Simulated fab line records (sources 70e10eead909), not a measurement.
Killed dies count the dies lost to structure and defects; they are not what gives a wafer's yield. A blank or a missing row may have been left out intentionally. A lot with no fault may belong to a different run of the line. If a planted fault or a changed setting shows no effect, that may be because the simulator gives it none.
fab line records + flow nandHarc
record:
- lots: 5
- wafers: 15
- lastDay: 33
route steps=1302 shown A_CHANNEL_HOLE_D2@604 A_CHANNEL_FILL_D2@610 END@1302
lots that met no fault: taken from a fault-free run of the same line
startH: start of the lot's first displayed wafer, in hours after the record's first day + waitH: hours elapsed since this lot's preceding step + " repeats the value in the row above + L1.1+2: several wafers, shown together as one row + - either no value or no given start + * or withheld: withheld + < > ~ a bound
route shown NAME@n: names a module that has steps shown in the file, with the first one's number in the route + usual: mean and standard deviation over wafers with no fault + same: alike in all rows + chamber/n: place in a boat + sites: each site's reading + _std_site: standard deviation of those values + _edge_site: outer sites' mean less inner sites' + radiusMm: how far each site lies from the wafer's centre + mask NAME#n: copy n + behind: the most recent tool/chamber to have shaped the wafer + hold: the reason the lot was held/the length of the hold in hours/how it ended + device: whichever transistor did not switch (one of n, p or np) + end of line: tests run on the same wafers once the route is complete + a step without rows: its recipe alone + killed: dies lost to structure and defects at the first sort, not the wafer's yield + map: the dies of a wafer, with x for killed, . for not killed, _ for no die there
set.NAME: the setting that was run; set.NAME@STEP: the one run at that earlier step + model.NAME: the simulator's own value behind a step, which no gauge read
certain route steps with their lots: each step a table, each wafer a row
services: a tool's chamber out of use, with start hour (startH, from the record's first day; less than 0 if before it), hours out, and reason
== steps ==
step: NHARC_A_CHANNEL_HOLE_D2_STRIP_28
recipe:
- o2FlowSccm: 500
- arFlowSccm: 0
- biasW: 0
- chemistry: O2
usual:
- drypumpMotorCurrentA: 5.8/0.61
- o2FlowSccm: 499.8/1.5
- oesProductAu: 0.999/0.011
- rfVppV: 57.5/0.88
- showerheadPlenumPTorr: 3.43/0.13
- throttleValvePct: 17.037/0.0093
| lot.wafer | tool       | chamber | startH | waitH | drypumpMotorCurrentA | o2FlowSccm | oesProductAu | rfHoursCounterH | rfVppV | showerheadPlenumPTorr | throttleValvePct |
|-----------|------------|---------|--------|-------|----------------------|------------|--------------|-----------------|--------|-----------------------|------------------|
| L139.2    | rieDiel-07 | 2       | -      | -     | 5.7                  | 501.7      | 0.980        | 0.8             | 57.6   | 3.61                  | 17.031           |
| L139.4    | "          | 3       | "      | "     | 5.9                  | 499.3      | 0.997        | 0.8             | 55.8   | 3.30                  | 17.027           |
| L139.5    | "          | 0       | "      | "     | 5.7                  | 501.1      | 1.003        | -               | 58.0   | 3.32                  | 17.046           |
| L151.2    | rieDiel-11 | 0       | -      | -     | 6.4                  | 500.7      | 1.005        | 9.2             | 57.1   | 3.37                  | 17.033           |
| L151.3    | "          | 2       | "      | "     | 6.5                  | 498.8      | 0.989        | 9.1             | 56.5   | 3.36                  | 17.035           |
| L151.5    | "          | 3       | "      | "     | 4.9                  | 500.5      | 1.005        | -               | 56.9   | 3.33                  | 17.052           |
| L156.3    | rieDiel-11 | 2       | -      | -     | 6.5                  | 500.3      | 0.997        | 1.8             | 58.0   | 3.36                  | 17.034           |
| L156.4    | "          | 3       | "      | "     | 4.9                  | 501.3      | 0.982        | 1.7             | 57.0   | 3.33                  | 17.023           |
| L156.2    | "          | 0       | "      | "     | 6.4                  | 498.9      | 1.011        | 2.2             | 57.6   | 3.36                  | 17.041           |
| L157.4    | rieDiel-07 | 0       | -      | -     | 5.7                  | 501.6      | 0.987        | 0.1             | 55.8   | 3.32                  | 17.042           |
| L157.6    | "          | 1       | "      | "     | 5.3                  | 501.5      | 0.987        | -               | 56.5   | 3.58                  | 17.038           |
| L157.5    | "          | 2       | "      | "     | 5.7                  | 497.6      | 0.983        | -               | 56.2   | 3.61                  | 17.026           |
| L160.4    | rieDiel-11 | 2       | -      | -     | 6.4                  | 497.2      | 0.998        | 3.2             | 56.5   | 3.36                  | 17.024           |
| L160.2    | "          | 0       | "      | "     | 6.4                  | 499.0      | 1.010        | 3.6             | 57.3   | 3.36                  | 17.034           |
| L160.5    | "          | 2       | "      | "     | 6.5                  | 498.8      | 0.999        | -               | 56.8   | 3.36                  | 17.030           |
step: NHARC_A_CHANNEL_HOLE_D2_PRECLEAN_29
recipe:
- timeS: *
- tempC: 50
- bathAgeMin: 0
- chemistry: SC1
step: NHARC_A_CHANNEL_HOLE_D2_SRD_30
step: NHARC_A_CHANNEL_HOLE_D2_CD_MEAS_31
usual:
- cdNm: 89.9/1.3
| lot.wafer | tool     | chamber | startH | waitH | cdNm |
|-----------|----------|---------|--------|-------|------|
| L139.2    | cdSem-01 | -       | 315.39 | -     | 90.3 |
| L139.4    | "        | -       | "      | "     | 90.6 |
| L139.5    | "        | -       | "      | "     | 90.5 |
| L151.2    | cdSem-02 | -       | 427.56 | -     | 87.4 |
| L151.3    | "        | -       | "      | "     | 89.9 |
| L151.5    | "        | -       | "      | "     | 90.2 |
| L156.2    | cdSem-02 | -       | 472.51 | -     | 88.5 |
| L156.3    | "        | -       | "      | "     | 87.9 |
| L156.4    | "        | -       | "      | "     | 86.6 |
| L157.4    | cdSem-02 | -       | 486.43 | -     | 89.4 |
| L157.5    | "        | -       | "      | "     | 89.1 |
| L157.6    | "        | -       | "      | "     | 90.8 |
| L160.2    | cdSem-02 | -       | 522.03 | -     | 89.0 |
| L160.4    | "        | -       | "      | "     | 90.7 |
| L160.5    | "        | -       | "      | "     | 90.4 |
step: NHARC_A_CHANNEL_HOLE_D2_XSEM_32
recipe:
- landingEnergyEv: 35000
usual:
- botCdNm: 74.5/1.4
- bowNm: 8.70/0.29
- tiltDeg: 0.08/0.047
| lot.wafer | tool    | chamber | startH | waitH | botCdNm | bowNm | tiltDeg |
|-----------|---------|---------|--------|-------|---------|-------|---------|
| L139.2    | xsem-02 | 0       | 315.48 | 0.1   | 75.4    | 8.29  | 0.10    |
| L139.4    | "       | 0       | "      | "     | 75.5    | 8.29  | 0.10    |
| L139.5    | "       | 0       | "      | "     | 74.6    | 8.29  | 0.10    |
| L151.2    | xsem-01 | 0       | 427.65 | 0.1   | 71.2    | 8.86  | 0.05    |
| L151.3    | "       | 0       | "      | "     | 74.2    | 8.86  | 0.05    |
| L151.5    | "       | 0       | "      | "     | 73.9    | 8.89  | 0.05    |
| L156.2    | xsem-01 | 0       | 472.59 | 0.1   | 72.9    | 8.92  | 0.12    |
| L156.3    | "       | 0       | "      | "     | 72.8    | 8.83  | 0.12    |
| L156.4    | "       | 0       | "      | "     | 71.5    | 8.91  | 0.11    |
| L157.4    | xsem-02 | 0       | 486.53 | 0.1   | 73.9    | 8.68  | 0.05    |
| L157.5    | "       | 0       | "      | "     | 73.9    | 8.71  | 0.05    |
| L157.6    | "       | 0       | "      | "     | 74.8    | 8.67  | 0.05    |
| L160.2    | xsem-02 | 0       | 522.12 | 0.1   | 73.2    | 8.93  | 0.06    |
| L160.4    | "       | 0       | "      | "     | 75.8    | 8.87  | 0.06    |
| L160.5    | "       | 0       | "      | "     | 74.6    | 8.93  | 0.06    |
step: NHARC_A_CHANNEL_HOLE_D2_INSPECT_40
usual:
- rawDefectCount: 260/68
| lot.wafer | tool             | chamber | startH | waitH | rawDefectCount |
|-----------|------------------|---------|--------|-------|----------------|
| L139.2    | defectInspect-02 | -       | 315.58 | -     | 512            |
| L139.4    | "                | -       | "      | "     | 359            |
| L139.5    | "                | -       | "      | "     | 275            |
| L151.2    | defectInspect-02 | -       | 427.74 | -     | 152            |
| L151.3    | "                | -       | "      | "     | 172            |
| L151.5    | "                | -       | "      | "     | 180            |
| L156.2    | defectInspect-01 | -       | 472.69 | -     | 348            |
| L156.3    | "                | -       | "      | "     | 280            |
| L156.4    | "                | -       | "      | "     | 257            |
| L157.4    | defectInspect-01 | -       | 486.62 | -     | 214            |
| L157.5    | "                | -       | "      | "     | 170            |
| L157.6    | "                | -       | "      | "     | 141            |
| L160.2    | defectInspect-02 | -       | 522.21 | -     | 307            |
| L160.4    | "                | -       | "      | "     | 274            |
| L160.5    | "                | -       | "      | "     | 253            |
step: NHARC_A_CHANNEL_FILL_D2_PRECLEAN_00
recipe:
- timeS: *
- tempC: 50
- bathAgeMin: 0
- chemistry: SC1
step: NHARC_A_CHANNEL_FILL_D2_SRD_01
step: NHARC_A_CHANNEL_FILL_D2_ALD_02
recipe:
- targetThkA: 60
- pulseTimeS: 10
- aldCycles: 60
- tempC: 300
- material: SiO2
usual:
- aldCycles: 60/0
- heaterPowerW: 482/47
- precursorPulseHeightRel: 0.999/0.021
| lot.wafer | tool     | chamber | startH | waitH | aldCycles | heaterPowerW | precursorPulseHeightRel |
|-----------|----------|---------|--------|-------|-----------|--------------|-------------------------|
| L139.2    | aldHk-01 | 0       | 315.85 | -     | 60        | 504          | 1.034                   |
| L139.4    | "        | 1       | "      | "     | 60        | 474          | 0.999                   |
| L139.5    | "        | 3       | "      | "     | 60        | 447          | 0.977                   |
| L151.3    | aldHk-04 | 3       | 427.94 | -     | 60        | 529          | 1.010                   |
| L151.2    | "        | 0       | "      | "     | 60        | 518          | 0.979                   |
| L151.5    | "        | 0       | "      | "     | 60        | 519          | 1.034                   |
| L156.4    | aldHk-01 | 2       | 472.96 | -     | 60        | 558          | 1.013                   |
| L156.2    | "        | 3       | "      | "     | 60        | 467          | 0.994                   |
| L156.3    | "        | 0       | "      | "     | 60        | 523          | 0.995                   |
| L157.4    | aldHk-04 | 2       | 487.11 | -     | 60        | 406          | 0.977                   |
| L157.6    | "        | 0       | "      | "     | 60        | 520          | 1.014                   |
| L157.5    | "        | 1       | "      | "     | 60        | 505          | 1.045                   |
| L160.4    | aldHk-01 | 2       | 522.48 | -     | 60        | 522          | 0.974                   |
| L160.2    | "        | 0       | "      | "     | 60        | 497          | 0.977                   |
| L160.5    | "        | 2       | "      | "     | 60        | 524          | 0.973                   |
step: NHARC_A_CHANNEL_FILL_D2_ALD_03
recipe:
- targetThkA: 60
- pulseTimeS: 60
- aldCycles: 58
- tempC: 630
- pressureTorr: 2
- material: SiNx
step: NHARC_A_CHANNEL_FILL_D2_ALD_14
recipe:
- targetThkA: 25
- pulseTimeS: 10
- aldCycles: 25
- tempC: 300
- material: SiO2
usual:
- aldCycles: 25/0
- heaterPowerW: 480/48
- precursorPulseHeightRel: 1.001/0.018
| lot.wafer | tool     | chamber | startH | waitH | aldCycles | heaterPowerW | precursorPulseHeightRel |
|-----------|----------|---------|--------|-------|-----------|--------------|-------------------------|
| L139.2    | aldHk-01 | 1       | 322.80 | 0.0   | 25        | 472          | 1.009                   |
| L139.4    | "        | 3       | "      | "     | 25        | 474          | 0.986                   |
| L139.5    | "        | 1       | "      | "     | 25        | 475          | 0.991                   |
| L151.2    | aldHk-01 | 2       | 435.09 | 0.1   | 25        | 561          | 0.980                   |
| L151.3    | "        | 3       | "      | "     | 25        | 463          | 0.995                   |
| L151.5    | "        | 2       | "      | "     | 25        | 554          | 0.994                   |
| L156.3    | aldHk-04 | 1       | 477.54 | 0.0   | 25        | 484          | 0.986                   |
| L156.2    | "        | 2       | "      | "     | 25        | 411          | 0.986                   |
| L156.4    | "        | 3       | "      | "     | 25        | 518          | 1.033                   |
| L157.4    | aldHk-02 | 1       | 494.35 | 0.1   | 25        | 449          | 1.011                   |
| L157.6    | "        | 3       | "      | "     | 25        | 450          | 0.995                   |
| L157.5    | "        | 0       | "      | "     | 25        | 432          | 1.023                   |
| L160.2    | aldHk-04 | 0       | 527.15 | 0.1   | 25        | 525          | 0.989                   |
| L160.4    | "        | 3       | "      | "     | 25        | 540          | 0.989                   |
| L160.5    | "        | 1       | "      | "     | 25        | 490          | 0.984                   |
step: NHARC_A_CHANNEL_FILL_D2_ALD_15
recipe:
- targetThkA: 20
- pulseTimeS: 60
- aldCycles: 19
- tempC: 630
- pressureTorr: 2
- material: SiNx
usual:
- aldCycles: 19/0
- precursorPulseHeightRel: 1.002/0.022
| lot.wafer | tool           | chamber | startH | waitH | aldCycles | precursorPulseHeightRel |
|-----------|----------------|---------|--------|-------|-----------|-------------------------|
| L139.2    | aldSinBatch-01 | 0       | -      | -     | 19        | 0.979                   |
| L139.4    | "              | 0       | "      | "     | 19        | 0.998                   |
| L139.5    | "              | 0       | "      | "     | 19        | 1.000                   |
| L151.2    | aldSinBatch-02 | 0       | 438.36 | 3.2   | 19        | 1.007                   |
| L151.3    | "              | 0       | "      | "     | 19        | 0.995                   |
| L151.5    | "              | 0       | "      | "     | 19        | 0.987                   |
| L156.2    | aldSinBatch-01 | 0       | 480.66 | 3.0   | 19        | 0.998                   |
| L156.3    | "              | 0       | "      | "     | 19        | 1.008                   |
| L156.4    | "              | 0       | "      | "     | 19        | 0.985                   |
| L157.4    | aldSinBatch-03 | 0       | -      | -     | 19        | 0.992                   |
| L157.5    | "              | 0       | "      | "     | 19        | 1.032                   |
| L157.6    | "              | 0       | "      | "     | 19        | 1.010                   |
| L160.2    | aldSinBatch-03 | 0       | -      | -     | 19        | 0.991                   |
| L160.4    | "              | 0       | "      | "     | 19        | 1.019                   |
| L160.5    | "              | 0       | "      | "     | 19        | 1.011                   |
step: NHARC_A_CHANNEL_FILL_D2_ALD_16
recipe:
- targetThkA: 15
- pulseTimeS: 10
- aldCycles: 15
- tempC: 300
- material: SiO2
usual:
- aldCycles: 15/0
- heaterPowerW: 474/46
- precursorPulseHeightRel: 0.997/0.02
| lot.wafer | tool     | chamber | startH | waitH | aldCycles | heaterPowerW | precursorPulseHeightRel |
|-----------|----------|---------|--------|-------|-----------|--------------|-------------------------|
| L139.2    | aldHk-01 | 0       | 328.03 | 0.0   | 15        | 508          | 1.027                   |
| L139.4    | "        | 3       | "      | "     | 15        | 461          | 1.000                   |
| L139.5    | "        | 0       | "      | "     | 15        | 528          | 1.003                   |
| L151.2    | aldHk-02 | 2       | 440.45 | 0.1   | 19        | 501          | 1.005                   |
| L151.3    | "        | 0       | "      | "     | 19        | 412          | 0.978                   |
| L151.5    | "        | 1       | "      | "     | 15        | 430          | 0.989                   |
| L156.3    | aldHk-04 | 0       | 482.74 | 0.0   | 15        | 520          | 1.018                   |
| L156.2    | "        | 1       | "      | "     | 15        | 478          | 0.982                   |
| L156.4    | "        | 3       | "      | "     | 15        | 530          | 1.022                   |
| L157.4    | aldHk-01 | 1       | 499.54 | 0.1   | 15        | 493          | 1.041                   |
| L157.5    | "        | 2       | "      | "     | 15        | 510          | 0.991                   |
| L157.6    | "        | 3       | "      | "     | 15        | 439          | 0.995                   |
| L160.4    | aldHk-02 | 0       | 532.35 | 0.1   | 15        | 426          | 0.996                   |
| L160.2    | "        | 2       | "      | "     | 15        | 514          | 0.972                   |
| L160.5    | "        | 3       | "      | "     | 15        | 442          | 0.970                   |
step: NHARC_A_CHANNEL_FILL_D2_ANNEAL_17
recipe:
- tempC: 850
- timeS: 1800
step: NHARC_END_SORT_01
recipe:
- tempC: 25
usual:
- killedAtArray: 59/16
- killedAtOther: 0.8/1.1
- killedAtPeriphery: 3.6/2.4
- killedDies: 64/16
- killedOpen: 3.4/1.8
- killedShort: 2.5/1.6
same:
- grossDies: 677
| lot.wafer | tool      | chamber | startH | waitH | killedAtArray | killedAtOther | killedAtPeriphery | killedDies | killedOpen | killedShort |
|-----------|-----------|---------|--------|-------|---------------|---------------|-------------------|------------|------------|-------------|
| L139.2    | prober-01 | 0       | 581.51 | 2.8   | 67            | 2             | 3                 | 72         | 7          | 3           |
| L139.4    | prober-01 | 0       | 583.12 | 3.4   | 62            | 0             | 1                 | 63         | 4          | 3           |
| L139.5    | prober-01 | 0       | 583.93 | 3.7   | 88            | 0             | 2                 | 90         | 6          | 6           |
killed by level:class
L139.2 A_CHANNEL_HOLE_D2:chamberFilmFlake=27 A_CHANNEL_HOLE_D1:chamberFilmFlake=22 A_STAIRCASE:chamberFilmFlake=5 A_CONTACT:chamberFilmFlake=3 A_ONON_D2:geometricParticle:open=2 A_BLC:geometricParticle:open=2 A_DECK1_JOINT:chamberFilmFlake=2 THIN_TSV:chamberFilmFlake=2
L139.4 A_CHANNEL_HOLE_D1:chamberFilmFlake=24 A_CHANNEL_HOLE_D2:chamberFilmFlake=22 A_CONTACT:chamberFilmFlake=4 A_CHANNEL_FILL_D1:chamberFilmFlake=3 A_CHANNEL_FILL_D1:geometricParticle:short=2 A_STAIRCASE:chamberFilmFlake=2 P_CONTACT:geometricParticle:open=1 A_DECK1_JOINT:geometricParticle:open=1
L139.5 A_CHANNEL_HOLE_D1:chamberFilmFlake=36 A_CHANNEL_HOLE_D2:chamberFilmFlake=34 A_CONTACT:chamberFilmFlake=5 A_WL_FILL:geometricParticle:short=2 A_WL_FILL:geometricParticle:open=2 A_CHANNEL_FILL_D1:chamberFilmFlake=2 P_STI:geometricParticle:open=1 P_CONTACT:geometricParticle:short=1
== services ==
| tool           | chamber | startH | hours | kind      |
|----------------|---------|--------|-------|-----------|
| rieDiel-07     | -       | 294.20 | 9.0   | pm        |
| aldHk-01       | -       | 304.64 | 10.0  | pm        |
| aldHk-01       | 0       | 304.64 | 10.0  | ventCycle |
| aldHk-01       | 1       | 304.64 | 10.0  | ventCycle |
| aldHk-01       | 2       | 304.64 | 10.0  | ventCycle |
| aldHk-01       | 3       | 304.64 | 10.0  | ventCycle |
| aldHk-01       | 0       | 314.64 | -     | clean     |
| aldHk-01       | 1       | 314.64 | -     | clean     |
| aldHk-01       | 2       | 314.64 | -     | clean     |
| aldHk-01       | 3       | 314.64 | -     | clean     |
| rieDiel-11     | 1       | 321.73 | 7.7   | repair    |
| rieDiel-07     | 3       | 366.85 | 12.2  | repair    |
| aldHk-02       | -       | 372.83 | 0.7   | repair    |
| aldHk-04       | -       | 373.06 | 1.4   | repair    |
| xsem-01        | -       | 374.00 | 14.0  | pm        |
| rieDiel-11     | 1       | 381.32 | 4.5   | repair    |
| rieDiel-07     | 2       | 385.71 | 4.4   | repair    |
| rieDiel-11     | 3       | 430.20 | 11.9  | repair    |
| rieDiel-11     | -       | 432.50 | 9.0   | pm        |
| rieDiel-07     | -       | 471.20 | 9.0   | pm        |
| aldHk-01       | -       | 482.64 | 10.0  | pm        |
| aldHk-01       | 0       | 482.64 | 10.0  | ventCycle |
| aldHk-01       | 1       | 482.64 | 10.0  | ventCycle |
| aldSinBatch-01 | -       | 509.19 | 26.0  | pm        |
== key ==
firstSign:
- step: NHARC_A_CHANNEL_FILL_D2_ALD_16
- reading: aldCycles
- direction: up
- sigmas: 99+
- usual: 15
- struck: 19
effect none on later readings
metAt NHARC_A_CHANNEL_FILL_D2_ALD_16
struckWafers L151.2,L151.3
testerLeftOut L151
fault:
- kind: processParameterDrift
- tool: aldHk-02
- chamber: -
- onsetH: 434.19
- steps: NHARC_A_CHANNEL_FILL_D2_ALD_16
- channel: aldCycles
- offset: 4
- shape: step
- endH: 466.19
- scope: struckWafersOnly
- actsIn: theseRecipesOnly
- stated: 15
testerLeftOut: of these lots the tester's yield and bins aren't shown, on N5 and GAA mostly nor the transistor test; their killed dies are dies lost to structure and defects alone, not to doping, threshold or leakage, so they don't give the yield
